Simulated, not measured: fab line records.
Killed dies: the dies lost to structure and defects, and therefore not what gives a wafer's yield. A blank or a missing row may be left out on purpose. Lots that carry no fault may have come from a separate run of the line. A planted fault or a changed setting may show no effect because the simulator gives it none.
Comparing a struck lot with a sound one | flow nand_harc | 15 out of 1302 route steps
Sound: the wafers L968.1, L968.3, L968.6. Struck: wafers L984.1, L984.4, L984.6. The cause is named last.
Per side, at each step with rows, come the tool, then ch with its chambers, and then its first start. Under that, the readings that differ: sound wafers | struck wafers | difference of the means | sigmas: that difference in standard deviations of wafers without a fault.
alike: readings whose means differ by less than 2 such deviations, and words and numbers that are the same on both sides. not compared: withheld readings, readings that some wafer has no value for, bounds like >300 that may hide the same value, and numbers for which the record gives no deviation and whose values overlap.
A row with sigmas, a row that says differs or no value, or rows on one side alone: a step with any of these is where the two part. When numbers do not overlap yet have no deviation, they are printed without sigmas and do not part them. A reading that every wafer of one side lacks parts them only if that side has two wafers or more.

NHARC_P_M2_PRE_CLEAN_32: time 12 s.
  sound on pecvd-04 ch 1,2, day 7 04:06; struck on pecvd-04 ch 0,2, day 13 21:11
  alike: heater_power_w
NHARC_P_M2_DEP_33: deposits SiCN, target thk 30 nm.
  sound on pecvd-04 ch 1,2, day 7 04:13; struck on pecvd-04 ch 0,2, day 13 21:16
  alike: heater_power_w
NHARC_P_BONDPAD_DEP_00: deposits SiCN, target thk 250 nm.
  sound on pecvd-03 ch 0,1,2, day 7 04:35; struck on pecvd-01 ch 1,2, day 13 21:43
  alike: heater_power_w
NHARC_P_BONDPAD_CMP_32: polishes SiCN, target thk 200 nm.
  sound on cmp-04 ch 1,2, day 7 05:00; struck on cmp-02 ch 0,1,3, day 13 22:07
  alike: motor_current_A
NHARC_P_BONDPAD_THK_MEAS_33: measures by ellipsometry.
  sound on film_metro-02 at day 7 05:14; struck on film_metro-01 at day 13 22:20
  alike: thk_nm
then, 7 steps without rows for these wafers: NHARC_P_BONDPAD_SRD_34; NHARC_P_BONDPAD_DEHYDRATE_01 (time 120 s); NHARC_P_BONDPAD_HMDS_02 (time 30 s); NHARC_P_BONDPAD_COAT_36 (time 65 s); NHARC_P_BONDPAD_COAT_03 (resist thk 600 nm); NHARC_P_BONDPAD_SOFTBAKE_04 (time 70 s); NHARC_P_BONDPAD_EBR_05.
NHARC_P_BONDPAD_EXPOSE_06: exposes mask P BPAD.
  sound on krf_scanner-03 ch 0, day 7 05:39; struck on krf_scanner-03 ch 0, day 13 22:37
  reading              | sound             | struck            | difference | sigmas
  exposure_dose_mJ_cm2 | 37.03 37.00 36.97 | 34.79 34.71 34.72 | -2.26      | -53
  alike: mask
then, 1 step without rows for these wafers: NHARC_P_BONDPAD_PEB_07 (peb time 80 s).
-- record jumps: 18 days between struck wafers' starts before vs after; left off in module P_BONDPAD, resumes in module END, first step shown is number 1302 of the route --
NHARC_END_SORT_01:
  sound on prober-01 ch 0, day 24 18:49; struck on prober-02 ch 0, day 31 17:10
  alike: defect_limited_yield, killed_at_array, killed_at_other, killed_at_periphery, killed_dies, killed_open, killed_short

## WHERE THEY PART
Within this record, at NHARC_P_BONDPAD_EXPOSE_06 only. Later steps at which nothing parts them and some readings are alike: NHARC_END_SORT_01.

WHY: the cause the simulator had injected
Drift in process parameters on krf_scanner-03 at NHARC_P_BONDPAD_EXPOSE_06, starting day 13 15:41. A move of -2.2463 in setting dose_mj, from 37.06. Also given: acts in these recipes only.
